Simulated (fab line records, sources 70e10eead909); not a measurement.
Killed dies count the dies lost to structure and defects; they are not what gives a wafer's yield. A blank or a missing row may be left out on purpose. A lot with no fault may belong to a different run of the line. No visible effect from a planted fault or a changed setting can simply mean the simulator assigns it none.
Chamber matching :: flow nand-harc :: 4 sister chambers for NHARC_A_CONTACT_DESCUM_47 on rie-diel-04
The step chemistry O2, time 3 s. 4 wafers are shown with their chamber, then 7 later ones without.

== EACH WAFER AND ITS CHAMBER ==
wafer: L081.4
chamber: 2
showerhead-plenum-p-Torr (Torr): 1.94

wafer: L083.4
chamber: 1
showerhead-plenum-p-Torr (Torr): 1.95

wafer: L086.1
chamber: 0
showerhead-plenum-p-Torr (Torr): 1.96

wafer: L086.3
chamber: 3
showerhead-plenum-p-Torr (Torr): 1.86

== WAFERS WITHOUT THEIR CHAMBER ==
wafer: L086.5
showerhead-plenum-p-Torr (Torr): 1.86

wafer: L090.1
showerhead-plenum-p-Torr (Torr): 1.93

wafer: L090.3
showerhead-plenum-p-Torr (Torr): 1.94

wafer: L090.6
showerhead-plenum-p-Torr (Torr): 1.85

wafer: L095.1
showerhead-plenum-p-Torr (Torr): 1.85

wafer: L095.2
showerhead-plenum-p-Torr (Torr): 1.94

wafer: L095.3
showerhead-plenum-p-Torr (Torr): 1.95

== EACH ONE'S CHAMBER ==
wafer: L086.5
from the rows above: 3
in truth: 3

wafer: L090.1
from the rows above: can't be placed: 2 or 1
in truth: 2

wafer: L090.3
from the rows above: can't be placed: 2 or 1
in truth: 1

wafer: L090.6
from the rows above: 3
in truth: 3

wafer: L095.1
from the rows above: 3
in truth: 3

wafer: L095.2
from the rows above: can't be placed: 2 or 1
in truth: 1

wafer: L095.3
from the rows above: can't be placed: 1 or 0 or 2
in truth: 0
Correct placement for 3 of the 7. From these rows, 4 cannot be placed; in 4 the true chamber is one of the candidates. Number placed wrongly: 0.
How it was worked out, from the rows above alone: a wafer's distance from a chamber is the root of the sum, over the readings, of the square of ((its reading less the chamber's mean) divided by the reading's scatter). The wafer belongs to the nearest chamber; if the next one is less than 2 further off, it can't be placed. Each chamber's mean is taken over the wafers shown for it. The scatter (one wafer shown for each chamber): square how far every hidden wafer sits from the nearest shown wafer, average those squares and take the square root.
